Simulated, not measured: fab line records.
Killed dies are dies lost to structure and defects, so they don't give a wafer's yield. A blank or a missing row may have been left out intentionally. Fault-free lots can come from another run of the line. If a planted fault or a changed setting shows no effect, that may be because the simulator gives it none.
Chamber matching ; flow nand harc ; pecvd-03 running NHARC_P_M1_PRE_CLEAN_32: 3 sister chambers
The step time 12 s. 6 wafers are shown with their chamber, then 8 later ones without.

WAFERS PAIRED WITH THEIR CHAMBERS
wafer;chamber;heater power w (W)
L076.3;0;650
L079.1;0;556
L085.1;1;626
L085.4;2;576
L085.5;1;606
L089.1;2;536

WAFERS WITHOUT THEIR CHAMBER
wafer;heater power w (W)
L089.3;649
L089.6;552
L093.2;603
L093.4;604
L093.5;573
L094.2;575
L094.3;627
L094.5;640

CHAMBER TAKEN BY EACH
wafer;from the rows above;in truth
L089.3;can't be placed: 1 or 0 or 2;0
L089.6;can't be placed: 2 or 0 or 1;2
L093.2;can't be placed: 0 or 1 or 2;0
L093.4;can't be placed: 0 or 1 or 2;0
L093.5;can't be placed: 2 or 0 or 1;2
L094.2;can't be placed: 2 or 0 or 1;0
L094.3;can't be placed: 1 or 0 or 2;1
L094.5;can't be placed: 1 or 0 or 2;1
Correct placement for 0 of the 8. Unplaceable from these rows: 8, with the true chamber sitting among the candidates in 8. Placed wrongly: 0.
How it was worked out, from the rows above alone: a wafer's distance from a chamber is the root of the sum, over the readings, of the square of ((its reading less the chamber's mean) divided by the reading's scatter). If the next closest chamber is less than 2 further off than the closest, the wafer can't be placed; otherwise it belongs to the closest. For every chamber, the mean is computed from those of its wafers that are shown. How the scatter is found: for the shown wafers, subtract from each reading the mean of its chamber, square and add these, divide the total by (wafers less chambers), then take the root.
